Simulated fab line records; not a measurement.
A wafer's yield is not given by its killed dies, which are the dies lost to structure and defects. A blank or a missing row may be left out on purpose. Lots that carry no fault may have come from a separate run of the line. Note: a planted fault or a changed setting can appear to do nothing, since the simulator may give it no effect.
fab line records	flow n5_finfet	part 1 of 2: steps 1 to 4 of 6
record lots=22	wafers=66	last_day=19
route steps=1938 shown BEOL_M9@1455 BEOL_M10@1488
lots with no fault: from the same line, run without faults
start_h: hours from the record's opening day to when the first of the lot's shown wafers began	wait_h: hours since the lot's step before	" unchanged from the row above	L1.1+2: a row that stands for several wafers	- no value, or no start given	* or withheld: withheld	< > ~ a bound
route shown NAME@n: a module of which the file shows steps, and the number in the route of the first	usual: average and standard deviation across the fault-free wafers	same: alike in all rows	chamber/n: place in a boat	sites: each site's reading	_std_site: standard deviation of those values	_edge_site: outer sites' mean less inner sites'	radius_mm: for every site, how far away it sits from the centre of the wafer	mask NAME#n: copy n	behind: the last tool/chamber to shape the wafer	hold: reason for holding the lot/hours on hold/outcome of the hold	device: transistor that didn't switch, given as n, p or np	end of line: the same wafers' tests at the end of the route	for a step that has no rows: nothing shown but its recipe	killed: count of dies lost to structure and defects at first sort (not the wafer's yield)	map: per-die view of a wafer (x killed, . not killed, _ where there is no die)
set.NAME: the run value of the setting; set.NAME@STEP: its run value at that earlier step	model.NAME: the simulator's own value behind a step, which no gauge read
one table for each step of the route and one row for each wafer, over a sample of lots
services: when a tool's chamber went out of use (start_h, in hours from the record's first day, below 0 if earlier), for how many hours, and the reason
## steps
# step N5_BEOL_M9_CURE_72
# recipe temp_c=370	time_s=120	ambient=DMADMS/He	material=SiCOH_lowk
# usual lamp_power_pct=52.30/0.055	wafer_temp_C_max=371.5/0.46
lot.wafer	tool	chamber	start_h	wait_h	lamp_power_pct	wafer_temp_C_max
L074.1	uv_cure-01	1	211.42	0.5	52.32	371.2
L074.3	"	1	"	"	52.34	371.6
L074.5	"	1	"	"	52.24	371.1
L076.1	uv_cure-02	0	226.50	0.0	52.34	372.1
L076.4	"	0	"	"	52.24	372.1
L076.6	"	0	"	"	52.34	371.6
L077.1	uv_cure-03	0	229.46	0.0	52.35	372.6
L077.4	"	0	"	"	52.31	372.3
L077.6	"	0	"	"	52.22	371.3
L075.2	uv_cure-02	1	240.27	0.1	52.35	371.1
L075.4	"	1	"	"	52.31	371.6
L075.6	"	1	"	"	52.29	372.0
L078.2	uv_cure-03	1	247.77	0.1	52.35	371.4
L078.4	"	1	"	"	52.35	371.5
L078.6	"	1	"	"	52.33	372.3
L079.2	uv_cure-01	2	274.02	0.1	52.29	371.7
L079.3	"	2	"	"	52.26	371.9
L079.5	"	2	"	"	52.30	371.7
L081.1	uv_cure-02	0	275.88	0.0	52.35	372.5
L081.2	"	0	"	"	52.35	372.3
L081.6	"	0	"	"	52.32	372.1
L083.2	uv_cure-03	0	279.09	0.1	52.34	371.5
L083.4	"	0	"	"	52.24	372.1
L083.6	"	0	"	"	52.35	372.1
L085.2	uv_cure-01	1	298.79	0.1	52.25	370.9
L085.5	"	1	"	"	52.31	371.2
L085.6	"	1	"	"	52.32	371.3
L084.2	uv_cure-03	0	301.81	0.1	52.32	372.1
L084.5	"	0	"	"	52.26	371.6
L084.6	"	0	"	"	52.34	372.4
L088.2	uv_cure-02	2	306.69	0.1	52.24	371.1
L088.3	"	2	"	"	52.30	371.7
L088.4	"	2	"	"	52.32	371.0
L087.2	uv_cure-02	1	308.52	0.1	52.28	371.6
L087.3	"	1	"	"	52.28	371.4
L087.6	"	1	"	"	52.31	371.4
L089.1	uv_cure-02	2	310.21	0.0	52.30	371.5
L089.4	"	2	"	"	52.25	371.3
L089.6	"	2	"	"	52.26	371.1
L086.1	uv_cure-02	2	310.51	0.3	52.31	371.6
L086.3	"	2	"	"	52.32	370.7
L086.5	"	2	"	"	52.33	371.3
L090.3	uv_cure-01	1	319.36	0.1	52.32	370.6
L090.4	"	1	"	"	52.30	370.9
L090.6	"	1	"	"	52.34	371.2
L091.2	uv_cure-02	2	323.88	0.1	52.30	371.2
L091.5	"	2	"	"	52.31	371.0
L091.6	"	2	"	"	52.35	371.1
L092.3	uv_cure-01	1	333.69	0.1	52.23	371.1
L092.5	"	1	"	"	52.28	370.9
L092.6	"	1	"	"	52.32	371.1
L093.2	uv_cure-02	2	348.14	0.1	52.28	370.8
L093.3	"	2	"	"	52.28	370.8
L093.4	"	2	"	"	52.37	370.9
L095.2	uv_cure-03	0	362.37	0.1	52.28	372.4
L095.5	"	0	"	"	52.30	372.2
L095.6	"	0	"	"	52.33	371.5
L094.3	uv_cure-01	2	365.37	0.2	52.37	372.1
L094.5	"	2	"	"	52.32	371.8
L094.6	"	2	"	"	52.14	371.8
L096.1	uv_cure-03	1	365.78	0.3	52.31	371.6
L096.2	"	1	"	"	52.35	371.1
L096.5	"	1	"	"	52.41	371.1
L097.3	uv_cure-02	2	385.82	0.2	52.30	371.1
L097.4	"	2	"	"	52.22	371.3
L097.5	"	2	"	"	52.22	370.8
# step N5_BEOL_M9_DEP_56
# recipe material=SiCN	target_thk_a=150	temp_c=withheld	precursor=3MS/NH3	pressure_torr=3	rf_w=202	time_s=26.5
# usual rf_fwd_power_W=200.0/0.93	showerhead_plenum_p_Torr=3.662/0.012	throttle_valve_pct=9.1/0.49
lot.wafer	tool	chamber	start_h	wait_h	rf_fwd_power_W	showerhead_plenum_p_Torr	throttle_valve_pct
L074.1	pecvd-03	1	213.80	0.0	200.5	3.682	8.5
L074.3	"	2	"	"	200.7	3.683	8.8
L074.5	"	2	"	"	200.1	3.672	8.6
L076.1	pecvd-01	0	230.33	0.0	198.9	3.679	9.1
L076.4	"	0	"	"	199.3	3.686	9.3
L076.6	"	0	"	"	198.2	3.669	9.0
L077.1	pecvd-04	0	233.78	0.0	200.4	3.645	8.5
L077.4	"	2	"	"	202.5	3.667	8.6
L077.6	"	0	"	"	200.5	3.647	8.4
L075.2	pecvd-01	1	244.39	0.0	200.6	3.662	9.9
L075.4	"	2	"	"	198.9	3.671	8.7
L075.6	"	0	"	"	198.6	3.677	9.3
L078.2	pecvd-04	2	250.41	0.0	199.6	3.666	8.6
L078.4	"	0	"	"	200.2	3.651	8.4
L078.6	"	2	"	"	200.3	3.670	8.7
L079.2	pecvd-01	0	276.63	0.0	199.0	3.671	9.1
L079.3	"	1	"	"	200.0	3.663	9.8
L079.5	"	2	"	"	198.3	3.653	8.6
L081.1	pecvd-04	1	280.28	0.0	199.3	3.660	9.6
L081.2	"	2	"	"	200.7	3.671	8.7
L081.6	"	1	"	"	199.7	3.656	9.8
L083.2	pecvd-04	0	281.42	0.0	199.7	3.642	8.7
L083.4	"	0	"	"	200.6	3.641	8.8
L083.6	"	2	"	"	200.5	3.666	8.7
L085.2	pecvd-01	2	301.06	0.0	199.0	3.656	8.5
L085.5	"	1	"	"	200.3	3.660	10.1
L085.6	"	2	"	"	198.8	3.671	8.8
L084.2	pecvd-04	1	303.83	0.0	198.4	3.651	9.7
L084.5	"	1	"	"	199.4	3.655	9.6
L084.6	"	0	"	"	199.4	3.649	8.7
L088.2	pecvd-03	1	308.64	0.0	201.0	3.679	9.1
L088.3	"	2	"	"	199.7	3.683	8.6
L088.4	"	1	"	"	200.4	3.686	8.6
L087.2	pecvd-01	1	310.23	0.0	201.0	3.676	10.1
L087.3	"	2	"	"	199.5	3.663	8.5
L087.6	"	0	"	"	199.9	3.673	9.4
L089.1	pecvd-04	1	312.33	0.0	199.8	3.656	9.6
L089.4	"	0	"	"	199.9	3.639	8.8
L089.6	"	0	"	"	200.4	3.639	8.8
L086.1	pecvd-01	1	312.61	0.0	201.7	3.664	9.6
L086.3	"	2	"	"	199.5	3.668	8.7
L086.5	"	0	"	"	198.6	3.671	9.1
L090.3	pecvd-04	0	321.39	0.0	200.7	3.643	8.6
L090.4	"	1	"	"	199.4	3.659	9.9
L090.6	"	2	"	"	201.7	3.679	8.3
L091.2	pecvd-04	1	326.14	0.0	199.4	3.663	9.7
L091.5	"	1	"	"	199.3	3.655	9.7
L091.6	"	2	"	"	200.8	3.680	8.6
L092.3	pecvd-04	2	336.23	0.0	200.8	3.671	8.8
L092.5	"	0	"	"	200.5	3.654	8.6
L092.6	"	1	"	"	199.7	3.655	9.6
L093.2	pecvd-04	1	352.38	0.0	199.8	3.659	9.6
L093.3	"	2	"	"	201.0	3.666	8.8
L093.4	"	0	"	"	200.6	3.645	8.6
L095.2	pecvd-04	1	365.15	0.0	200.1	3.653	9.5
L095.5	"	1	"	"	198.8	3.664	9.5
L095.6	"	0	"	"	200.3	3.637	8.7
L094.3	pecvd-04	0	367.42	0.0	199.8	3.645	8.7
L094.5	"	0	"	"	199.2	3.648	8.6
L094.6	"	1	"	"	199.5	3.659	9.6
L096.1	pecvd-01	2	367.81	0.0	199.0	3.666	8.6
L096.2	"	0	"	"	199.6	3.685	9.5
L096.5	"	0	"	"	199.9	3.674	9.2
L097.3	pecvd-04	1	388.37	0.0	200.1	3.657	9.7
L097.4	"	2	"	"	200.8	3.672	8.8
L097.5	"	1	"	"	200.1	3.659	9.4
# step N5_BEOL_M10_ETCH_62
# recipe chemistry=N2/H2	target=SOC	target_depth_a=1100	overetch_a=220	mask_material=SiARC	temp_c=40	time_s=165	ion_energy_ev=200	pressure_mtorr=30	source_w=840	bias_w=150	n2_flow_sccm=200	h2_flow_sccm=200
# usual drypump_motor_current_A=5.5/0.34	oes_product_au=0.64/0.064	rf_fwd_power_W=837.3/2.5	rf_vpp_V=523.3/2.3	showerhead_plenum_p_Torr=2.52/0.08	throttle_valve_pct=18.01/0.26
lot.wafer	tool	chamber	start_h	wait_h	drypump_motor_current_A	oes_product_au	rf_fwd_power_W	rf_hours_counter_h	rf_vpp_V	showerhead_plenum_p_Torr	throttle_valve_pct
L074.1	rie_diel-01	3	218.03	0.0	5.7	0.62	833.1	199	521.9	2.52	18.01
L074.3	"	0	"	"	5.8	0.69	837.4	84	524.3	2.57	17.91
L074.5	"	2	"	"	5.6	0.67	840.2	-	524.4	2.56	18.06
L076.1	rie_diel-02	0	233.81	0.0	6.1	0.64	837.1	175	520.2	2.43	17.77
L076.4	"	1	"	"	5.2	0.63	842.8	163	521.3	2.54	17.85
L076.6	"	3	"	"	5.1	0.62	835.8	-	527.5	2.64	18.43
L077.1	rie_diel-02	0	235.57	0.0	6.1	0.64	840.1	176	521.3	2.43	17.77
L077.4	"	3	"	"	5.1	0.62	837.5	202	525.9	2.64	18.44
L077.6	"	2	"	"	5.3	0.60	839.1	-	519.2	2.40	18.30
L075.2	rie_diel-02	2	248.14	0.0	5.3	0.59	836.6	223	519.2	2.39	18.29
L075.4	"	3	"	"	5.1	0.61	836.6	206	526.0	2.64	18.44
L075.6	"	3	"	"	5.1	0.61	835.1	-	526.8	2.64	18.43
L078.2	rie_diel-02	0	252.04	0.0	6.2	0.64	840.2	181	520.7	2.42	17.82
L078.4	"	1	"	"	5.2	0.63	837.5	169	523.4	2.54	17.87
L078.6	"	1	"	"	5.3	0.63	838.5	-	523.8	2.54	17.86
L079.2	rie_diel-01	1	279.67	0.0	5.8	0.73	831.9	61	524.0	2.56	17.61
L079.3	"	3	"	"	5.7	0.60	837.2	220	523.8	2.51	18.03
L079.5	"	2	"	"	5.7	0.65	838.3	-	524.4	2.55	18.09
L081.1	rie_diel-02	3	281.95	0.0	5.1	0.61	839.8	215	525.6	2.64	18.45
L081.2	"	1	"	"	5.2	0.63	839.2	177	522.8	2.54	17.90
L081.6	"	3	"	"	5.1	0.60	838.6	-	524.3	2.64	18.45
L083.2	rie_diel-02	0	284.39	0.0	6.2	0.63	839.6	190	521.5	2.42	17.82
L083.4	"	1	"	"	5.2	0.62	836.7	178	522.9	2.54	17.88
L083.6	"	2	"	"	5.3	0.59	840.7	-	519.7	2.39	18.31
L085.2	rie_diel-02	0	302.81	0.0	6.2	0.63	838.3	197	520.1	2.42	17.83
L085.5	"	2	"	"	5.3	0.59	837.1	-	519.8	2.39	18.32
L085.6	"	3	"	"	5.1	0.60	834.2	-	525.9	2.63	18.46
L084.2	rie_diel-06	2	306.15	0.0	5.2	0.58	836.8	244	524.6	2.60	17.99
L084.5	"	2	"	"	5.2	0.57	836.4	-	526.2	2.60	17.97
L084.6	"	3	"	"	5.9	0.61	840.4	-	520.2	2.43	18.14
L088.2	rie_diel-01	0	311.09	0.0	5.8	0.66	839.5	118	522.5	2.56	17.98
L088.3	"	1	"	"	5.7	0.71	836.7	73	524.6	2.56	17.63
L088.4	"	2	"	"	5.7	0.65	838.8	143	524.4	2.55	18.11
L087.2	rie_diel-06	3	312.28	0.0	5.9	0.60	838.1	218	519.5	2.43	18.17
L087.3	"	1	"	"	5.2	0.76	836.6	43	522.8	2.48	17.67
L087.6	"	3	"	"	5.9	0.61	839.8	-	519.5	2.43	18.16
L089.1	rie_diel-06	3	315.99	0.0	5.9	0.61	838.6	219	520.5	2.43	18.14
L089.4	"	2	"	"	5.1	0.57	834.7	246	525.3	2.60	17.97
L089.6	"	3	"	"	5.9	0.61	833.0	-	520.2	2.42	18.16
L086.1	rie_diel-01	1	316.48	0.0	5.7	0.70	834.4	75	524.4	2.56	17.64
L086.3	"	2	"	"	5.7	0.64	834.6	145	525.0	2.54	18.13
L086.5	"	3	"	"	5.7	0.59	835.4	-	522.6	2.50	18.07
L090.3	rie_diel-01	2	324.66	0.0	5.6	0.64	834.8	147	523.8	2.54	18.11
L090.4	"	3	"	"	5.7	0.59	838.3	235	522.6	2.50	18.09
L090.6	"	1	"	"	5.8	0.71	837.6	-	524.3	2.56	17.64
L091.2	rie_diel-06	2	329.04	0.0	5.1	0.57	836.7	250	525.0	2.60	17.99
L091.5	"	1	"	"	5.2	0.74	836.0	-	521.9	2.48	17.68
L091.6	"	3	"	"	5.9	0.60	838.6	-	519.7	2.42	18.15
L092.3	rie_diel-02	0	339.86	0.0	6.1	0.61	837.6	211	521.0	2.41	17.83
L092.5	"	1	"	"	5.2	0.60	837.0	-	523.6	2.53	17.94
L092.6	"	3	"	"	5.1	0.60	837.0	-	525.6	2.63	18.48
L093.2	rie_diel-01	3	354.53	0.0	5.7	0.58	830.6	245	523.5	2.50	18.10
L093.3	"	1	"	"	5.8	0.69	834.1	88	525.3	2.55	17.68
L093.4	"	0	"	"	5.8	0.65	839.6	132	523.7	2.55	18.01
L095.2	rie_diel-02	3	367.63	0.0	5.1	0.59	833.8	249	525.7	2.62	18.51
L095.5	"	0	"	"	6.1	0.60	839.8	-	521.0	2.41	17.88
L095.6	"	1	"	"	5.3	0.60	839.2	-	523.4	2.52	17.94
L094.3	rie_diel-01	1	369.74	0.0	5.7	0.69	837.5	95	524.2	2.55	17.65
L094.5	"	2	"	"	5.6	0.63	838.2	-	524.5	2.54	18.14
L094.6	"	0	"	"	5.8	0.64	836.6	-	523.6	2.55	18.01
L096.1	rie_diel-06	0	371.19	0.0	5.2	0.82	833.4	2	526.6	2.59	17.66
L096.2	"	3	"	"	5.9	0.59	839.0	243	520.5	2.41	18.21
L096.5	"	0	"	"	5.2	0.82	832.6	-	526.3	2.59	17.65
L097.3	rie_diel-06	0	391.90	0.0	5.2	0.79	840.3	10	525.5	2.59	17.68
L097.4	"	2	"	"	5.1	0.83	835.5	-	525.7	2.59	17.54
L097.5	"	0	"	"	5.2	0.79	839.0	-	526.4	2.59	17.68
# step N5_BEOL_M10_CD_MEAS_28
# recipe target_cd_nm=70	landing_energy_ev=500	detector=se_inlens	polarity=opening
# usual cd_nm=69.6/1.2
lot.wafer	tool	chamber	start_h	wait_h	cd_nm
L074.1	cd_sem-01	0	218.91	-	69.8
L074.3	"	0	"	"	67.7
L074.5	"	0	"	"	71.5
L077.1	cd_sem-03	0	237.91	-	67.3
L077.4	"	0	"	"	67.0
L077.6	"	0	"	"	67.2
L076.1	cd_sem-03	0	238.08	-	69.1
L076.4	"	0	"	"	69.4
L076.6	"	0	"	"	68.5
L075.2	cd_sem-02	0	249.76	-	69.1
L075.4	"	0	"	"	69.6
L075.6	"	0	"	"	69.8
L078.2	cd_sem-01	0	253.64	-	69.4
L078.4	"	0	"	"	68.6
L078.6	"	0	"	"	69.4
L079.2	cd_sem-03	0	280.45	-	70.5
L079.3	"	0	"	"	70.2
L079.5	"	0	"	"	68.9
L081.1	cd_sem-02	0	282.98	-	67.9
L081.2	"	0	"	"	69.8
L081.6	"	0	"	"	66.8
L083.2	cd_sem-01	0	285.84	-	70.8
L083.4	"	0	"	"	70.2
L083.6	"	0	"	"	70.0
L085.2	cd_sem-03	0	307.76	-	69.8
L085.5	"	0	"	"	68.3
L085.6	"	0	"	"	68.5
L084.2	cd_sem-03	0	307.93	-	70.2
L084.5	"	0	"	"	69.8
L084.6	"	0	"	"	69.4
L087.2	cd_sem-01	0	314.98	-	69.9
L087.3	"	0	"	"	69.5
L087.6	"	0	"	"	70.3
L088.2	cd_sem-01	0	315.15	-	73.1
L088.3	"	0	"	"	71.6
L088.4	"	0	"	"	71.8
L089.1	cd_sem-01	0	318.59	-	69.9
L089.4	"	0	"	"	69.4
L089.6	"	0	"	"	70.9
L086.1	cd_sem-02	0	318.76	-	71.6
L086.3	"	0	"	"	70.1
L086.5	"	0	"	"	70.7
L090.3	cd_sem-01	0	325.45	-	70.3
L090.4	"	0	"	"	69.9
L090.6	"	0	"	"	68.5
L091.2	cd_sem-02	0	332.88	-	68.3
L091.5	"	0	"	"	68.7
L091.6	"	0	"	"	68.5
L092.3	cd_sem-01	0	341.52	-	70.3
L092.5	"	0	"	"	68.4
L092.6	"	0	"	"	70.1
L093.2	cd_sem-03	0	357.45	-	69.2
L093.3	"	0	"	"	70.2
L093.4	"	0	"	"	69.0
L095.2	cd_sem-02	0	369.94	-	68.7
L095.5	"	0	"	"	68.9
L095.6	"	0	"	"	69.4
L094.3	cd_sem-02	0	370.76	-	71.0
L094.5	"	0	"	"	70.8
L094.6	"	0	"	"	71.3
L096.1	cd_sem-03	0	374.11	-	69.5
L096.2	"	0	"	"	68.4
L096.5	"	0	"	"	68.3
L097.3	cd_sem-02	0	393.83	-	68.8
L097.4	"	0	"	"	68.9
L097.5	"	0	"	"	70.1
